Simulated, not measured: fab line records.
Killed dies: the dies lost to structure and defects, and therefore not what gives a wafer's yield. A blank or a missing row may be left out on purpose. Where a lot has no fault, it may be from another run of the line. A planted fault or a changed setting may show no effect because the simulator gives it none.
Matching of chambers    flow n5-finfet    N5_BEOL_M0_SAQP_ETCH_84 on rie-diel-05 has 4 sister chambers
The step etches SOC in N2/H2, target depth 100 nm, overetch 20 nm, time 150 s. 18 wafers are shown with their chamber, then 9 later ones without.

== WAFERS, EACH WITH ITS CHAMBER ==
wafer   chamber  drypump-motor-current-A (A)  showerhead-plenum-p-Torr (Torr)  throttle-valve-pct (%)
L074.2  2        4.9                          2.59                             18.11
L074.5  0        5.9                          2.51                             17.69
L074.6  3        5.2                          2.41                             17.93
L075.1  3        5.2                          2.41                             17.93
L075.5  1        5.5                          2.47                             18.00
L075.6  0        5.9                          2.51                             17.68
L082.1  2        4.9                          2.58                             18.15
L082.4  0        5.9                          2.50                             17.70
L082.5  0        5.9                          2.50                             17.71
L084.2  2        4.9                          2.58                             18.17
L084.3  1        5.5                          2.46                             18.03
L084.4  3        5.2                          2.41                             17.96
L087.1  3        5.2                          2.40                             17.98
L087.3  2        4.8                          2.58                             18.15
L087.4  0        5.9                          2.50                             17.72
L088.3  0        5.9                          2.50                             17.72
L088.4  3        5.2                          2.40                             17.98
L088.6  1        5.5                          2.46                             18.04

SIGNATURES, as means of the wafers listed above
reading                   chamber 0  chamber 1  chamber 2  chamber 3  scatter within a chamber
drypump-motor-current-A   5.900      5.500      4.875      5.200      0.0231
showerhead-plenum-p-Torr  2.5033     2.4633     2.5825     2.4060     0.00531
throttle-valve-pct        17.7033    18.0233    18.1450    17.9560    0.0217
Rule: for each reading, subtract the chamber's mean from the wafer's reading, divide by that reading's scatter and square the result; add these up over the readings and take the root, which gives the wafer's distance from the chamber. If the next closest chamber is less than 2 further off than the closest, the wafer can't be placed; otherwise it belongs to the closest. The scatter: take each reading less its chamber's mean, square it, sum over the shown wafers, divide by the number of wafers less the number of chambers, and take the root.

== WAFERS WITH NO CHAMBER GIVEN ==
wafer   drypump-motor-current-A (A)  showerhead-plenum-p-Torr (Torr)  throttle-valve-pct (%)
L089.1  4.8                          2.58                             18.16
L089.2  5.8                          2.49                             17.73
L089.3  5.5                          2.46                             18.06
L094.1  5.8                          2.49                             17.72
L094.4  5.2                          2.40                             17.99
L094.6  5.5                          2.46                             18.07
L095.2  5.9                          2.49                             17.73
L095.4  4.8                          2.57                             18.19
L095.5  5.5                          2.45                             18.08

== WHICH CHAMBER EACH WENT THROUGH ==
wafer   from the rows above  in truth
L089.1  2                    2
L089.2  0                    0
L089.3  1                    1
L094.1  0                    0
L094.4  3                    3
L094.6  1                    1
L095.2  0                    0
L095.4  2                    2
L095.5  1                    1
Placed correctly: 9 of 9. Left unplaced by these rows: 0. Placed wrongly: 0.
